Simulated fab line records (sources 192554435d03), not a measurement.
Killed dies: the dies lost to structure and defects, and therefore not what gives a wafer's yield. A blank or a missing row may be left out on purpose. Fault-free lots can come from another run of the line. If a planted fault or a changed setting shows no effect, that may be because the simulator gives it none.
Problem report, 8D (eight disciplines) form, completed by code | flow n5-finfet | the parts of the form that need people (team, actions taken, sign-off) are left out

1. THE PROBLEM
At N5_FIN_SAQP_INSPECT_40, raw-defect-count averages 578 over 2 wafers from 2 lots, while fault-free wafers read 213, standard deviation 60. Relative to the usual mean, that is a shift of +6.1 standard deviations.
The step: inspects for defects (brightfield).
First seen on wafer L581.5, day 6 10:28, on defect-inspect-01. The record has a number at this step for 23 wafers belonging to 8 lots. The rule behind "out" and "out of limits": a value lying over 4 standard deviations away from the usual mean. The rest of the wafers with a number are treated as sound.

2. WHAT IT IS, WHAT IT ISN'T
question                    | is                | is not
which readings at this step | raw-defect-count  | -
which lots                  | L581, L583        | L566, L568, L572, L573, L574, L586
which wafers of those lots  | L581.5, L583.4    | L581.2, L581.6, L583.3, L583.6
read on which gauges        | defect-inspect-01 | defect-inspect-02
when                        | from day 6 10:28  | up to then (16 sound wafers); but 5 sound wafers of L583, L586 came after

3. THE SUSPECTS, EACH WITH WHAT RULES IT OUT
Counting: if a tool at a process step up to the reading ran every lot that is out, it stays a suspect. Sound lots after the first of them don't rule it out here, since some wafers of a struck lot are sound.
- the gauge at N5_FIN_SAQP_INSPECT_40: ruled out. All the wafers that are out were read on defect-inspect-01, but those of them that N5_FIN_CUT_INSPECT_17 has rows for are out there too, on other tools.
- rie-diel-05 at N5_FIN_SAQP_ETCH_69 (etches SOC in N2/H2, stops on SiNx, target depth 150 nm): kept. It ran every lot that is out, first L581 (day 6 08:58); its last sound lot up to then is L573 (day 4 06:54).
- cd-sem-01 at N5_FIN_SAQP_HM_CD_35 (target cd 8 nm): kept. It ran every lot that is out, first L581 (day 6 10:08); its last sound lot up to then is L574 (day 4 14:14).
- rie-si-05 at N5_FIN_SAQP_FIN_ETCH_36 (etches the open film in HBr/Cl2/O2, target depth 120 nm, time 50.4 s): kept. It ran every lot that is out, first L581 (day 6 10:13).
- In rie-diel-05 at N5_FIN_SAQP_ETCH_69, the wafers that are out were processed in chamber 0 and their sound lot-mates in chambers 1, 3.
- Within rie-si-05 at N5_FIN_SAQP_FIN_ETCH_36: the wafers that are out ran in chambers 0, 3; their sound lot-mates ran in chambers 1, 2.
After the count, these remain: rie-diel-05 at N5_FIN_SAQP_ETCH_69, cd-sem-01 at N5_FIN_SAQP_HM_CD_35 and rie-si-05 at N5_FIN_SAQP_FIN_ETCH_36.

4. THE CAUSE (what the simulator had put in)
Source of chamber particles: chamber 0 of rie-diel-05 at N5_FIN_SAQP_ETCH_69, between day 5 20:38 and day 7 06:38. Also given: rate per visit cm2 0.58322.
This tool is one of the 3 suspects left after counting.

5. THE EFFECT CHAIN, in route order
One row per reading whose mean, taken over the struck wafers that have a number, lies over 3 standard deviations from the usual. Readings are gone through only where the record gives a usual standard deviation; hours: the median, over the lots, of the time from a lot's start at the first step in this table giving one to that lot's start at this step; sigmas: the change measured in usual standard deviations.
hours | step                    | reading              | usual  | on struck wafers | change | sigmas
0     | N5_FIN_SAQP_INSPECT_40  | raw-defect-count     | 213    | 578              | +364   | +6.1
1     | N5_FIN_CUT_INSPECT_10   | raw-defect-count     | 39     | 400              | +362   | +36
1     | N5_FIN_CUT_INSPECT_17   | raw-defect-count     | 215    | 560              | +345   | +5.8
264   | N5_PASSIVATION_PROBE_49 | defect-limited-yield | 91.0 % | 83.1             | -7.9   | -5.7
264   | N5_PASSIVATION_PROBE_49 | killed-at-front-end  | 41     | 138              | +98    | +8.9
264   | N5_PASSIVATION_PROBE_49 | killed-dies          | 106    | 200              | +94    | +5.9
264   | N5_PASSIVATION_PROBE_49 | sort_bin_5_function  | 5.3 %  | 10.6             | +5.3   | +6.0
264   | N5_PASSIVATION_PROBE_49 | sort-n-pass          | 1070   | 980              | -90    | -3.2
264   | N5_PASSIVATION_PROBE_49 | sort-yield-pct       | 90.7 % | 83.1             | -7.6   | -3.2
It contains these process steps:
- N5_PASSIVATION_PROBE_49
Later steps that measure or inspect, where all struck wafers having a row at the step show a number for every such reading and not one has moved that far: N5_BEOL_M4_RC_MEAS_101.

6. HOW IT WOULD HAVE BEEN CAUGHT EARLIER
In this record the first reading out of limits at a measuring or inspecting step was taken at day 6 10:28, 14 hours after the fault began at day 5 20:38.
Tool readings at N5_FIN_SAQP_ETCH_69 with a usual standard deviation given in the record: none out on any struck wafer, hence no alarm at a limit of 4 standard deviations on them.
Lots out: 2; of these, L583 started N5_FIN_SAQP_ETCH_69 on rie-diel-05 after day 6 10:28. Holding the tool at that time would have saved it.
